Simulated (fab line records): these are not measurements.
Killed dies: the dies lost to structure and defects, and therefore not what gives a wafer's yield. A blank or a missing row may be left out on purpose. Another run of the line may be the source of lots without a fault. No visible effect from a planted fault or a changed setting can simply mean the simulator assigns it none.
fab line records | flow n5Finfet
record lots=24 wafers=72 lastDay=17
route steps=1938 shown BEOL_M5@1169 BEOL_M6@1211
lots untouched by any fault: they come from a run of this same line in which no faults occurred
startH: start of the lot's first displayed wafer, in hours after the record's first day | waitH: hours elapsed since this lot's preceding step | " the same as in the row above | L1.1+2: several wafers, shown together as one row | - no value, or no start given | * or withheld: withheld | < > ~ a bound
route shown NAME@n: a module of which the file shows steps, and the number in the route of the first | usual: average and standard deviation across the fault-free wafers | same: alike in all rows | chamber/n: place in a boat | sites: per-site readings | _std_site: their standard deviation | _edge_site: inner sites' mean taken away from outer sites' mean | radiusMm: for every site, how far away it sits from the centre of the wafer | mask NAME#n: copy n | behind: the most recent tool/chamber to have shaped the wafer | hold: why the lot went on hold/how many hours it stayed there/how the hold came to an end | device: whichever transistor did not switch (one of n, p or np) | end of line: tests of these same wafers at the route's end | a step with no rows: only its recipe | killed: at the first sort, the dies lost to defects and structure; wafer yield is something else | map: dies across one wafer; x = killed, . = not, _ = none there
set.NAME: setting as actually run; set.NAME@STEP: the setting as run at that earlier step | model.NAME: the simulator's own value behind a step, which no gauge read
one table for each step of the route and one row for each wafer, over a sample of lots
services: the hour from which a tool's chamber was out of use, counted from the record's first day as startH (under 0 if before that day), plus the number of hours and why
## steps
# step N5_BEOL_M5_CURE_80
# recipe tempC=370 timeS=120 ambient=DMADMS/He material=SiCOH_lowk
# usual lampPowerPct=52.31/0.055 wafer_temp_C_max=371.7/0.7
# columns lot.wafer tool chamber startH waitH lampPowerPct wafer_temp_C_max
L074.1 uvCure-02 1 161.82 0.0 52.34 372.2
L074.3 " 1 " " 52.30 372.7
L074.5 " 1 " " 52.27 371.8
L075.3 uvCure-01 0 176.49 0.1 52.36 371.3
L075.5 " 0 " " 52.38 370.7
L075.6 " 0 " " 52.29 371.3
L077.1 uvCure-03 2 178.64 0.0 52.34 372.6
L077.4 " 2 " " 52.27 372.0
L077.6 " 2 " " 52.33 372.0
L078.1 uvCure-03 2 194.40 0.0 52.26 372.2
L078.2 " 2 " " 52.32 371.8
L078.3 " 2 " " 52.31 372.3
L076.1 uvCure-03 0 199.44 0.0 52.34 371.4
L076.4 " 0 " " 52.32 371.2
L076.5 " 0 " " 52.26 371.0
L080.1 uvCure-01 1 208.17 0.0 52.23 370.8
L080.2 " 1 " " 52.42 371.1
L080.6 " 1 " " 52.36 370.7
L079.2 uvCure-03 0 211.47 0.1 52.31 371.2
L079.3 " 0 " " 52.41 371.2
L079.5 " 0 " " 52.36 371.0
L081.2 uvCure-02 2 230.55 0.1 52.35 372.1
L081.4 " 2 " " 52.34 371.2
L081.5 " 2 " " 52.33 371.9
L083.1 uvCure-02 2 236.45 0.0 52.27 371.7
L083.3 " 2 " " 52.35 371.6
L083.5 " 2 " " 52.24 372.2
L084.1 uvCure-03 0 236.67 0.0 52.38 371.7
L084.3 " 0 " " 52.40 370.8
L084.5 " 0 " " 52.21 371.4
L085.2 uvCure-03 1 241.02 0.1 52.28 372.0
L085.4 " 1 " " 52.32 372.0
L085.5 " 1 " " 52.22 371.9
L082.3 uvCure-01 1 241.50 0.1 52.31 371.0
L082.4 " 1 " " 52.34 371.2
L082.5 " 1 " " 52.22 370.8
L086.2 uvCure-02 1 252.64 0.1 52.27 372.7
L086.4 " 1 " " 52.32 372.2
L086.6 " 1 " " 52.31 372.6
L088.3 uvCure-02 1 259.04 0.3 52.31 372.2
L088.4 " 1 " " 52.36 372.8
L088.5 " 1 " " 52.31 372.4
L087.2 uvCure-02 1 259.59 0.3 52.34 372.3
L087.3 " 1 " " 52.22 374.1
L087.4 " 1 " " 52.39 371.8
L089.1 uvCure-02 1 264.74 0.0 52.31 372.3
L089.3 " 1 " " 52.26 372.6
L089.4 " 1 " " 52.30 372.1
L090.1 uvCure-03 0 273.58 0.0 52.21 370.9
L090.2 " 0 " " 52.38 371.4
L090.3 " 0 " " 52.36 370.8
L092.1 uvCure-01 1 285.42 0.0 52.38 371.4
L092.4 " 1 " " 52.29 371.2
L092.5 " 1 " " 52.26 371.0
L091.1 uvCure-01 1 288.80 0.0 52.18 370.9
L091.2 " 1 " " 52.27 370.5
L091.5 " 1 " " 52.27 370.7
L093.1 uvCure-01 2 292.36 0.0 52.26 370.9
L093.2 " 2 " " 52.37 371.5
L093.5 " 2 " " 52.22 370.4
L094.2 uvCure-02 2 292.39 0.1 52.24 371.5
L094.3 " 2 " " 52.34 372.4
L094.5 " 2 " " 52.36 371.6
L095.2 uvCure-01 2 305.56 0.1 52.38 371.5
L095.4 " 2 " " 52.32 371.8
L095.6 " 2 " " 52.32 371.9
L096.1 uvCure-02 2 309.40 0.0 52.31 371.7
L096.2 " 2 " " 52.27 371.4
L096.6 " 2 " " 52.28 371.4
L097.1 uvCure-01 2 312.89 0.3 52.38 371.6
L097.2 " 2 " " 52.26 370.7
L097.4 " 2 " " 52.37 371.2
# step N5_BEOL_M5_SPUTTER_81
# recipe material=Cu targetThkA=150 tempC=-20 chamberPressurePa=0.07 powerW=withheld timeS=27.62
# usual throttleValvePct=29.5/1.1
# columns lot.wafer tool chamber startH waitH throttleValvePct
L074.1 pvdSputter-03 - 164.10 0.5 29.7
L074.3 " - " " 29.1
L074.5 " - " " 28.1
L077.1 pvdSputter-03 - 180.83 0.5 29.7
L077.4 " - " " 30.9
L077.6 " - " " 29.3
L075.3 pvdSputter-01 - 195.73 17.9 30.6
L075.5 " - " " 30.0
L075.6 " - " " 28.6
L078.1 pvdSputter-03 - 196.36 0.5 31.5
L078.2 " - " " 27.7
L078.3 " - " " 29.9
L076.1 pvdSputter-03 - 201.65 0.5 27.8
L076.4 " - " " 29.5
L076.5 " - " " 28.0
L080.1 pvdSputter-03 - 210.69 0.5 28.9
L080.2 " - " " 28.1
L080.6 " - " " 28.9
L079.2 pvdSputter-03 - 215.28 0.5 28.0
L079.3 " - " " 31.1
L079.5 " - " " 28.0
L081.2 pvdSputter-03 - 234.11 0.5 31.3
L081.4 " - " " 29.5
L081.5 " - " " 30.0
L083.1 pvdSputter-02 - 238.85 0.5 28.6
L083.3 " - " " 30.1
L083.5 " - " " 28.8
L084.1 pvdSputter-03 - 238.86 0.5 31.2
L084.3 " - " " 30.1
L084.5 " - " " 27.9
L085.2 pvdSputter-01 - 243.49 0.5 30.0
L085.4 " - " " 30.7
L085.5 " - " " 28.9
L082.3 pvdSputter-03 - 243.50 0.5 31.3
L082.4 " - " " 29.8
L082.5 " - " " 29.3
L086.2 pvdSputter-03 - 254.66 0.5 31.1
L086.4 " - " " 28.0
L086.6 " - " " 29.8
L088.3 pvdSputter-01 - 261.52 0.5 31.1
L088.4 " - " " 28.5
L088.5 " - " " 30.7
L087.2 pvdSputter-03 - 262.27 0.5 29.1
L087.3 " - " " 29.9
L087.4 " - " " 27.6
L089.1 pvdSputter-02 - 267.09 0.5 28.9
L089.3 " - " " 28.4
L089.4 " - " " 30.2
L090.1 pvdSputter-01 - 275.99 0.5 30.1
L090.2 " - " " 31.0
L090.3 " - " " 28.8
L092.1 pvdSputter-03 - 287.76 0.5 31.1
L092.4 " - " " 29.8
L092.5 " - " " 29.6
L091.1 pvdSputter-01 - 291.10 0.5 30.0
L091.2 " - " " 30.9
L091.5 " - " " 30.8
L093.1 pvdSputter-03 - 295.21 0.5 28.0
L093.2 " - " " 30.0
L093.5 " - " " 29.7
L094.2 pvdSputter-02 - 295.29 0.5 29.9
L094.3 " - " " 28.4
L094.5 " - " " 29.1
L095.2 pvdSputter-02 - 307.70 0.5 30.3
L095.4 " - " " 30.0
L095.6 " - " " 29.0
L096.1 pvdSputter-01 - 311.62 0.5 30.9
L096.2 " - " " 30.8
L096.6 " - " " 30.9
L097.1 pvdSputter-02 - 315.19 0.5 29.1
L097.2 " - " " 29.8
L097.4 " - " " 30.1
# step N5_BEOL_M5_CMP_52
# recipe stopOn=SiCOH_lowk tOverpolishS=6.9 downForcePsi=1 platenRpm=50 clearingPlatenDownForcePsi=1.5 clearingPlatenRpm=50 postCmpClean=cuAlkaline targetThkNm=62 clearingPlatenPadVelocityMS=0.99484 padVelocityMS=0.99484
# usual barrierFieldEndpointS=24.6/0.52 headPressurePsi=1.0001/0.0022 motorCurrentA=6.0/0.71 overpolishRunS=6.900/0.0092 platenRpm=50.00/0.041 retainingRingPressureFrac=0.999/0.0048 slurryFlowMlMin=149.9/0.45 timeToEndpointS=62.5/2.5
# columns lot.wafer tool chamber startH waitH barrierFieldEndpointS headPressurePsi motorCurrentA overpolishRunS platenRpm retainingRingPressureFrac slurryFlowMlMin timeToEndpointS
L074.1 cmp-02 1 167.90 0.3 24.5 0.9990 5.9 6.888 50.04 0.998 150.1 62.7
L074.3 " 3 " " 24.0 1.0007 7.5 6.913 50.05 0.991 150.3 59.7
L074.5 " 0 " " 24.0 1.0059 5.9 6.892 49.92 0.990 150.3 60.6
L077.4 cmp-04 1 184.63 0.2 25.0 1.0008 7.1 6.910 49.96 1.004 149.4 64.7
L077.1 " 2 " " 24.3 1.0006 5.8 6.880 50.00 1.003 149.7 58.5
L077.6 " 1 " " 24.5 1.0012 7.4 6.894 50.03 0.993 150.4 64.6
L075.3 cmp-04 0 199.58 0.3 24.2 0.9967 5.5 6.913 49.98 1.003 148.8 63.0
L075.5 " 2 " " 24.7 1.0012 5.6 6.889 50.02 1.007 150.0 61.8
L075.6 " 3 " " 24.6 0.9999 6.0 6.916 50.00 1.005 150.1 63.2
L078.2 cmp-02 0 200.13 0.2 24.4 1.0001 5.5 6.892 50.05 1.009 150.1 63.6
L078.3 " 1 " " 23.7 1.0002 5.9 6.918 49.96 0.997 150.9 62.3
L078.1 " 3 " " 24.2 1.0036 7.6 6.908 49.97 0.994 149.4 65.1
L076.1 cmp-03 1 205.61 0.3 24.1 1.0006 5.4 6.898 50.03 0.999 148.8 63.9
L076.4 " 2 " " 23.6 1.0009 5.2 6.895 50.01 1.007 150.2 64.2
L076.5 " 1 " " 24.2 0.9997 5.1 6.918 49.98 0.997 149.4 61.2
L080.1 cmp-03 2 214.45 0.3 24.0 1.0000 5.6 6.909 49.97 1.002 150.2 60.2
L080.2 " 0 " " 25.1 1.0024 6.5 6.905 50.10 0.993 150.5 64.2
L080.6 " 3 " " 24.3 0.9983 6.8 6.899 50.05 0.998 149.7 60.7
L079.3 cmp-04 2 219.25 0.2 24.9 1.0009 5.3 6.916 49.98 0.998 150.3 63.9
L079.2 " 3 " " 25.2 1.0016 6.1 6.898 49.98 0.995 149.7 63.5
L079.5 " 0 " " 25.3 1.0026 5.7 6.889 50.01 0.996 150.7 62.1
L081.4 cmp-03 2 237.87 0.1 24.6 1.0013 5.6 6.890 49.97 1.002 150.3 62.2
L081.2 " 3 " " 24.9 0.9997 6.5 6.909 49.94 1.001 149.7 64.5
L081.5 " 2 " " 25.0 0.9989 5.2 6.897 49.94 1.000 150.8 65.6
L083.3 cmp-03 1 242.61 0.2 24.7 1.0041 5.2 6.889 49.99 0.996 150.4 65.1
L083.1 " 2 " " 24.3 0.9980 5.3 6.896 49.97 0.994 150.5 66.1
L083.5 " 1 " " 24.4 1.0001 5.3 6.915 49.99 0.991 150.2 62.8
L084.3 cmp-02 0 242.62 0.2 24.2 1.0025 5.5 6.911 49.96 0.996 149.4 57.4
L084.1 " 3 " " 24.3 1.0028 7.5 6.895 50.02 0.993 150.2 61.8
L084.5 " 0 " " 24.8 1.0014 5.8 6.905 49.97 0.998 149.6 63.6
L085.4 cmp-04 3 247.25 0.1 25.7 0.9996 6.0 6.910 49.91 0.997 150.3 65.6
L085.2 " 2 " " 25.0 0.9999 5.7 6.903 49.95 1.004 150.2 63.3
L085.5 " 3 " " 25.2 0.9996 6.1 6.896 50.01 0.991 150.4 61.9
L082.3 cmp-02 2 247.41 0.2 25.2 1.0026 5.4 6.904 50.02 0.992 149.1 65.7
L082.4 " 1 " " 24.8 1.0037 5.8 6.898 50.01 1.006 150.3 61.6
L082.5 " 3 " " 24.7 0.9973 7.5 6.906 50.03 1.005 149.5 61.7
L086.2 cmp-02 1 258.47 0.2 24.4 1.0015 6.0 6.903 49.96 0.997 149.9 60.7
L086.4 " 2 " " 25.2 0.9999 5.5 6.892 49.99 0.998 150.4 63.3
L086.6 " 0 " " 25.1 1.0021 5.8 6.896 49.95 0.997 150.2 60.8
L088.4 cmp-04 2 265.41 0.2 25.6 1.0004 5.7 6.879 50.01 1.000 150.5 62.5
L088.3 " 3 " " 25.1 1.0003 5.9 6.887 50.02 0.995 149.9 67.7
L088.5 " 1 " " 26.1 0.9977 7.5 6.886 49.96 0.993 150.4 65.8
L087.3 cmp-02 0 266.16 0.3 24.3 1.0009 5.4 6.888 49.93 0.995 150.3 61.8
L087.2 " 1 " " 24.0 1.0006 6.2 6.901 49.98 0.998 150.4 63.5
L087.4 " 2 " " 24.8 0.9981 5.6 6.915 49.96 0.993 149.4 66.6
L089.4 cmp-02 1 270.90 0.2 24.6 0.9980 6.0 6.899 49.98 1.003 149.9 64.9
L089.1 " 2 " " 25.0 1.0021 5.0 6.891 50.01 1.003 149.8 65.7
L089.3 " 3 " " 24.1 0.9990 7.3 6.896 50.03 0.997 150.3 66.6
L090.1 cmp-02 1 279.79 0.3 24.6 0.9987 5.9 6.897 50.00 1.000 149.5 65.3
L090.2 " 2 " " 24.0 0.9971 5.5 6.899 50.01 0.998 149.9 66.8
L090.3 " 3 " " 24.4 0.9985 7.3 6.899 50.03 0.997 149.0 63.2
L092.1 cmp-03 3 291.98 0.4 24.1 1.0039 6.5 6.911 50.04 0.999 149.5 60.4
L092.4 " 1 " " 24.1 1.0021 5.6 6.891 49.99 1.002 149.9 59.0
L092.5 " 0 " " 25.0 0.9974 6.3 6.897 49.90 0.999 149.9 61.8
L091.2 cmp-02 0 294.86 0.2 24.3 0.9995 5.5 6.889 50.02 1.005 149.9 57.4
L091.1 " 2 " " 24.9 1.0004 5.9 6.901 50.01 0.995 150.1 63.0
L091.5 " 0 " " 24.7 1.0028 5.7 6.907 49.98 0.998 149.8 60.4
L093.2 cmp-02 2 299.00 0.2 25.6 1.0054 5.8 6.903 50.06 0.997 150.8 64.0
L093.1 " 3 " " 23.8 1.0017 7.5 6.883 49.99 1.002 149.5 58.3
L093.5 " 1 " " 24.9 1.0002 6.0 6.917 49.99 1.002 150.1 60.0
L094.2 cmp-03 1 299.09 0.2 24.1 1.0049 5.0 6.892 49.98 1.002 150.1 59.1
L094.3 " 3 " " 24.3 1.0024 6.6 6.900 50.02 1.007 149.7 62.5
L094.5 " 1 " " 24.0 1.0030 5.1 6.908 50.02 1.004 149.7 58.7
L095.4 cmp-02 2 311.79 0.2 24.6 0.9995 5.6 6.884 50.03 1.002 149.2 61.9
L095.2 " 3 " " 24.2 1.0023 7.5 6.908 50.01 1.002 150.2 60.7
L095.6 " 1 " " 24.3 0.9992 6.2 6.889 50.00 1.003 150.1 57.9
L096.2 cmp-03 3 315.42 0.2 23.8 0.9975 6.7 6.901 50.01 1.002 150.0 58.6
L096.1 " 1 " " 23.9 1.0010 5.3 6.904 50.01 1.001 149.0 58.4
L096.6 " 3 " " 24.4 0.9988 6.5 6.898 50.02 1.000 149.7 61.9
L097.2 cmp-02 1 318.95 0.2 24.5 0.9995 5.8 6.903 50.01 1.001 149.6 62.4
L097.1 " 2 " " 24.2 0.9970 5.5 6.908 49.95 1.007 149.1 64.2
L097.4 " 0 " " 25.1 1.0043 5.5 6.913 50.01 0.995 150.0 62.5
# step N5_BEOL_M5_PRE_CLEAN_77
# recipe gas=NH3/H2 timeS=15 tempC=* rfPowerW=300
# usual heaterPowerW=70/17
# columns lot.wafer tool chamber startH waitH heaterPowerW
L074.1 cvdCo-02 2 168.20 0.0 82
L074.3 " 1 " " 53
L074.5 " 1 " " 51
L077.1 cvdCo-02 1 184.94 0.0 52
L077.4 " 1 " " 52
L077.6 " 0 " " 95
L075.3 cvdCo-02 0 199.83 0.0 97
L075.5 " 0 " " 97
L075.6 " 1 " " 53
L078.1 cvdCo-02 0 200.95 0.5 97
L078.2 " 2 " " 81
L078.3 " 1 " " 53
L076.1 cvdCo-02 0 205.94 0.0 98
L076.4 " 0 " " 97
L076.5 " 1 " " 51
L080.1 cvdCo-01 2 214.78 0.0 45
L080.2 " 1 " " 78
L080.6 " 0 " " 67
L079.2 cvdCo-02 0 219.51 0.0 99
L079.3 " 2 " " 80
L079.5 " 0 " " 99
L081.2 cvdCo-01 0 238.20 0.0 67
L081.4 " 2 " " 46
L081.5 " 1 " " 76
L083.1 cvdCo-02 2 243.00 0.1 83
L083.3 " 0 " " 97
L083.5 " 1 " " 53
L084.1 cvdCo-01 0 243.00 0.1 68
L084.3 " 2 " " 46
L084.5 " 0 " " 67
L085.2 cvdCo-01 1 247.58 0.0 76
L085.4 " 0 " " 67
L085.5 " 2 " " 47
L082.3 cvdCo-01 1 247.74 0.0 77
L082.4 " 0 " " 69
L082.5 " 2 " " 46
L086.2 cvdCo-01 0 258.76 0.0 65
L086.4 " 0 " " 68
L086.6 " 2 " " 46
L088.3 cvdCo-01 0 265.70 0.0 68
L088.4 " 1 " " 77
L088.5 " 0 " " 68
L087.2 cvdCo-01 1 266.45 0.0 78
L087.3 " 0 " " 67
L087.4 " 1 " " 77
L089.1 cvdCo-01 1 271.22 0.1 78
L089.3 " 0 " " 68
L089.4 " 0 " " 68
L090.1 cvdCo-01 0 280.09 0.0 67
L090.2 " 1 " " 77
L090.3 " 2 " " 46
L092.1 cvdCo-02 1 292.31 0.0 52
L092.4 " 2 " " 81
L092.5 " 0 " " 97
L091.1 cvdCo-01 0 295.19 0.0 67
L091.2 " 1 " " 78
L091.5 " 1 " " 75
L093.1 cvdCo-02 2 299.30 0.0 83
L093.2 " 1 " " 53
L093.5 " 0 " " 98
L094.2 cvdCo-02 2 299.41 0.1 84
L094.3 " 1 " " 51
L094.5 " 1 " " 54
L095.2 cvdCo-01 1 312.05 0.0 77
L095.4 " 1 " " 77
L095.6 " 2 " " 47
L096.1 cvdCo-01 1 315.72 0.0 79
L096.2 " 2 " " 47
L096.6 " 0 " " 68
L097.1 cvdCo-02 2 319.28 0.0 83
L097.2 " 0 " " 98
L097.4 " 0 " " 95
# step N5_BEOL_M5_DEP_56
# recipe material=SiCN targetThkA=80 tempC=withheld precursor=3MS/NH3 pressureTorr=3 rfW=202 timeS=14
# usual showerheadPlenumPTorr=3.663/0.015 throttleValvePct=9.0/0.45
# columns lot.wafer tool chamber startH waitH showerheadPlenumPTorr throttleValvePct
L074.1 pecvd-02 0 168.35 0.0 3.641 9.6
L074.3 " 2 " " 3.670 8.3
L074.5 " 2 " " 3.669 8.1
L077.1 pecvd-01 2 185.10 0.0 3.672 9.0
L077.4 " 0 " " 3.671 9.2
L077.6 " 1 " " 3.668 9.1
L075.3 pecvd-02 1 199.99 0.0 3.662 9.2
L075.5 " 0 " " 3.643 9.6
L075.6 " 1 " " 3.672 9.2
L078.1 pecvd-02 2 201.10 0.0 3.677 8.2
L078.2 " 1 " " 3.671 9.1
L078.3 " 0 " " 3.641 9.6
L076.1 pecvd-03 0 206.10 0.0 3.650 8.6
L076.4 " 2 " " 3.642 8.7
L076.5 " 1 " " 3.653 9.0
L080.1 pecvd-02 2 214.94 0.0 3.670 8.2
L080.2 " 0 " " 3.625 9.4
L080.6 " 0 " " 3.634 9.7
L079.2 pecvd-02 0 219.67 0.0 3.644 9.5
L079.3 " 2 " " 3.671 8.3
L079.5 " 1 " " 3.671 9.3
L081.2 pecvd-01 2 238.37 0.0 3.681 9.1
L081.4 " 2 " " 3.684 9.1
L081.5 " 1 " " 3.659 9.2
L083.1 pecvd-03 0 243.16 0.0 3.665 8.7
L083.3 " 1 " " 3.654 8.8
L083.5 " 1 " " 3.674 8.7
L084.1 pecvd-01 1 243.16 0.0 3.655 9.1
L084.3 " 2 " " 3.678 8.9
L084.5 " 1 " " 3.674 9.2
L085.2 pecvd-02 2 247.74 0.0 3.670 8.6
L085.4 " 2 " " 3.671 8.2
L085.5 " 0 " " 3.651 9.6
L082.3 pecvd-03 1 247.90 0.0 3.672 8.7
L082.4 " 1 " " 3.661 8.8
L082.5 " 2 " " 3.639 8.6
L086.2 pecvd-01 1 258.92 0.0 3.662 9.0
L086.4 " 0 " " 3.675 9.0
L086.6 " 1 " " 3.664 9.3
L088.3 pecvd-02 1 265.86 0.0 3.676 9.5
L088.4 " 1 " " 3.677 9.1
L088.5 " 2 " " 3.660 8.6
L087.2 pecvd-01 2 266.61 0.0 3.670 9.2
L087.3 " 0 " " 3.669 9.1
L087.4 " 0 " " 3.666 9.1
L089.1 pecvd-02 0 271.37 0.0 3.635 9.7
L089.3 " 2 " " 3.664 8.4
L089.4 " 0 " " 3.646 9.7
L090.1 pecvd-03 1 280.24 0.0 3.653 8.6
L090.2 " 2 " " 3.649 9.2
L090.3 " 0 " " 3.664 9.1
L092.1 pecvd-03 0 292.47 0.0 3.660 9.0
L092.4 " 1 " " 3.661 8.8
L092.5 " 2 " " 3.639 8.9
L091.1 pecvd-02 0 295.35 0.0 3.638 9.4
L091.2 " 1 " " 3.672 9.2
L091.5 " 1 " " 3.678 9.5
L093.1 pecvd-02 1 299.45 0.0 3.680 9.2
L093.2 " 2 " " 3.656 8.6
L093.5 " 1 " " 3.680 9.4
L094.2 pecvd-01 2 299.57 0.0 3.682 9.2
L094.3 " 1 " " 3.678 9.2
L094.5 " 0 " " 3.669 9.3
L095.2 pecvd-02 1 312.22 0.0 3.681 9.3
L095.4 " 0 " " 3.644 9.7
L095.6 " 0 " " 3.633 9.5
L096.1 pecvd-02 2 315.87 0.0 3.663 8.2
L096.2 " 1 " " 3.677 9.1
L096.6 " 2 " " 3.669 8.3
L097.1 pecvd-02 0 319.44 0.0 3.632 9.5
L097.2 " 1 " " 3.670 9.4
L097.4 " 0 " " 3.651 9.7
# step N5_BEOL_M6_ETCH_61
# recipe chemistry=CF4 target=SiARC targetDepthA=455 maskMaterial=CAR-ArF timeS=75.8 ionEnergyEv=80 pressureMtorr=40 sourceW=545 biasW=36 Ar_flow_sccm=100 cf4FlowSccm=100 ends=cleared
# usual drypumpMotorCurrentA=5.9/0.4 etchRfOnTimeS=76.0/1.1 oesProductAu=0.67/0.082 rfVppV=184.1/0.97 showerheadPlenumPTorr=2.15/0.05 throttleValvePct=15.69/0.23
# columns lot.wafer tool chamber startH waitH drypumpMotorCurrentA etchRfOnTimeS oesProductAu rfHoursCounterH rfVppV showerheadPlenumPTorr throttleValvePct
L074.1 rieDiel-03 1 170.53 0.0 6.0 77.4 0.57 247 183.3 2.11 15.98
L074.3 " 2 " " 5.8 79.1 0.59 178 182.8 2.13 15.77
L074.5 " 0 " " 5.5 77.0 0.59 - 184.5 2.20 15.62
L077.1 rieDiel-03 3 186.45 0.0 6.2 76.5 0.60 237 182.6 2.11 15.75
L077.4 " 3 " " 6.2 76.9 0.59 - 185.0 2.11 15.77
L077.6 " 2 " " 5.8 78.5 0.59 - 183.3 2.12 15.79
L075.3 rieDiel-01 1 201.64 0.0 6.6 75.5 0.61 207 184.3 2.12 15.91
L075.5 " 2 " " 5.9 76.7 0.63 - 184.0 2.15 15.50
L075.6 " 3 " " 6.1 74.9 0.72 - 184.9 2.17 15.66
L078.1 rieDiel-03 2 203.87 0.0 5.8 77.1 0.59 193 183.7 2.12 15.79
L078.2 " 0 " " 5.5 75.1 0.59 236 184.4 2.20 15.67
L078.3 " 1 " " 6.0 75.0 0.85 0 182.5 2.11 15.49
L076.1 rieDiel-03 2 208.53 0.0 5.8 77.5 0.59 195 182.8 2.12 15.81
L076.4 " 1 " " 6.0 74.5 0.84 2 182.7 2.11 15.52
L076.5 " 1 " " 6.0 74.3 0.84 - 184.5 2.11 15.51
L080.1 rieDiel-04 1 218.17 0.0 5.7 75.4 0.65 154 185.3 2.22 15.88
L080.2 " 3 " " 6.0 75.1 0.80 12 184.7 2.11 15.28
L080.6 " 3 " " 6.0 74.4 0.79 - 184.2 2.11 15.29
L079.2 rieDiel-03 1 222.07 0.0 6.0 75.2 0.81 7 183.1 2.11 15.49
L079.3 " 2 " " 5.8 77.8 0.59 200 185.4 2.12 15.82
L079.5 " 1 " " 6.0 75.5 0.81 - 182.2 2.11 15.51
L081.2 rieDiel-01 0 241.53 0.0 6.5 75.9 0.71 54 184.9 2.26 15.67
L081.4 " 0 " " 6.5 75.6 0.72 - 184.7 2.26 15.70
L081.5 " 3 " " 6.1 74.8 0.71 - 184.8 2.17 15.70
L083.1 rieDiel-04 3 247.51 0.0 6.1 74.9 0.77 24 183.1 2.10 15.33
L083.3 " 2 " " 5.2 75.7 0.61 216 182.7 2.12 15.95
L083.5 " 2 " " 5.2 75.1 0.61 - 184.2 2.12 15.95
L084.1 rieDiel-04 3 247.76 0.0 6.0 74.7 0.77 24 183.5 2.10 15.32
L084.3 " 1 " " 5.7 75.9 0.64 165 183.5 2.22 15.90
L084.5 " 3 " " 6.1 74.8 0.77 - 183.4 2.10 15.33
L082.3 rieDiel-03 3 250.84 0.0 6.1 75.1 0.83 5 183.6 2.10 15.30
L082.4 " 1 " " 6.0 75.8 0.78 - 183.4 2.10 15.51
L082.5 " 2 " " 5.8 79.1 0.58 - 184.0 2.12 15.83
L085.2 rieDiel-04 1 251.14 0.0 5.7 76.7 0.64 166 184.0 2.22 15.91
L085.4 " 2 " " 5.2 75.5 0.61 - 183.5 2.12 15.95
L085.5 " 1 " " 5.7 76.6 0.63 - 184.2 2.22 15.91
L086.2 rieDiel-04 3 262.17 0.0 6.1 74.5 0.76 31 184.0 2.10 15.34
L086.4 " 1 " " 5.7 75.7 0.64 - 185.5 2.22 15.92
L086.6 " 2 " " 5.1 75.1 0.61 - 185.5 2.12 15.97
L088.3 rieDiel-01 1 270.49 0.0 6.6 75.4 0.61 226 184.1 2.12 15.94
L088.4 " 3 " " 6.1 76.2 0.69 87 185.1 2.16 15.72
L088.5 " 1 " " 6.6 75.0 0.60 - 184.6 2.12 15.95
L087.2 rieDiel-01 2 270.74 0.0 5.9 75.8 0.62 180 184.3 2.14 15.56
L087.3 " 0 " " 6.4 75.4 0.72 64 184.7 2.26 15.70
L087.4 " 3 " " 6.1 74.9 0.70 87 185.1 2.16 15.72
L089.1 rieDiel-01 2 273.76 0.0 5.9 75.5 0.62 181 185.4 2.14 15.55
L089.3 " 1 " " 6.6 75.5 0.60 227 183.6 2.12 15.95
L089.4 " 3 " " 6.1 74.7 0.69 88 183.1 2.16 15.72
L090.1 rieDiel-03 1 282.58 0.0 6.0 74.8 0.77 21 184.0 2.10 15.55
L090.2 " 2 " " 5.8 77.8 0.58 224 184.9 2.11 15.86
L090.3 " 3 " " 6.1 73.5 0.81 20 184.1 2.10 15.32
L092.1 rieDiel-04 1 294.24 0.0 5.7 77.5 0.62 183 182.3 2.21 15.92
L092.4 " 3 " " 6.0 75.5 0.74 41 183.8 2.10 15.34
L092.5 " 1 " " 5.7 76.5 0.63 - 186.4 2.21 15.94
L091.1 rieDiel-01 3 299.35 0.0 6.1 76.8 0.68 97 185.3 2.16 15.73
L091.2 " 2 " " 5.9 78.3 0.60 189 184.6 2.13 15.58
L091.5 " 2 " " 5.8 79.0 0.60 - 184.6 2.14 15.59
L093.1 rieDiel-04 0 302.63 0.0 5.4 76.3 0.79 13 183.7 2.10 15.21
L093.2 " 1 " " 5.7 75.6 0.62 185 185.0 2.21 15.94
L093.5 " 1 " " 5.7 75.8 0.63 - 185.1 2.21 15.95
L094.2 rieDiel-03 2 302.79 0.0 5.8 77.6 0.57 230 184.2 2.11 15.87
L094.3 " 1 " " 6.0 75.5 0.77 26 183.9 2.10 15.54
L094.5 " 1 " " 6.0 75.5 0.76 - 182.9 2.10 15.54
L095.2 rieDiel-01 3 315.75 0.0 6.1 75.2 0.68 102 184.4 2.16 15.76
L095.4 " 0 " " 6.4 75.4 0.70 81 184.4 2.25 15.76
L095.6 " 2 " " 5.9 76.4 0.61 - 183.7 2.13 15.59
L096.1 rieDiel-04 1 317.46 0.0 5.7 77.0 0.62 191 184.8 2.21 15.95
L096.2 " 0 " " 5.4 77.1 0.77 18 184.1 2.10 15.23
L096.6 " 3 " " 6.0 75.7 0.73 - 183.7 2.09 15.39
L097.1 rieDiel-01 1 322.16 0.0 6.7 75.1 0.60 243 185.7 2.11 15.98
L097.2 " 2 " " 5.9 76.2 0.61 196 183.7 2.13 15.60
L097.4 " 3 " " 6.1 76.1 0.68 104 184.6 2.16 15.76
## services
# columns tool chamber startH hours kind
cmp-02 - 142.18 7.5 pm
uvCure-03 - 146.90 0.8 repair
cmp-02 - 153.77 4.0 pm
rieDiel-03 0 155.80 6.7 repair
cmp-03 - 166.54 26.7 pm
uvCure-01 - 167.62 0.9 repair
pecvd-01 - 168.36 5.5 pm
uvCure-02 - 177.95 0.9 repair
uvCure-01 - 204.45 1.0 pm
uvCure-01 - 213.27 5.0 pm
cvdCo-01 - 226.69 1.1 repair
rieDiel-01 1 228.63 16.2 repair
uvCure-03 - 238.98 1.0 pm
rieDiel-03 - 239.55 1.0 repair
pecvd-02 1 242.54 2.1 repair
uvCure-01 - 245.56 5.9 repair
uvCure-03 - 251.75 7.5 pm
rieDiel-03 1 261.09 19.7 repair
cmp-03 - 263.69 4.0 pm
pecvd-02 - 266.62 1.8 repair
cmp-03 - 269.16 8.9 pm
cvdCo-02 - 279.31 1.3 repair
cvdCo-01 1 301.21 3.3 repair
cvdCo-02 2 307.79 5.4 repair
## key
fault none
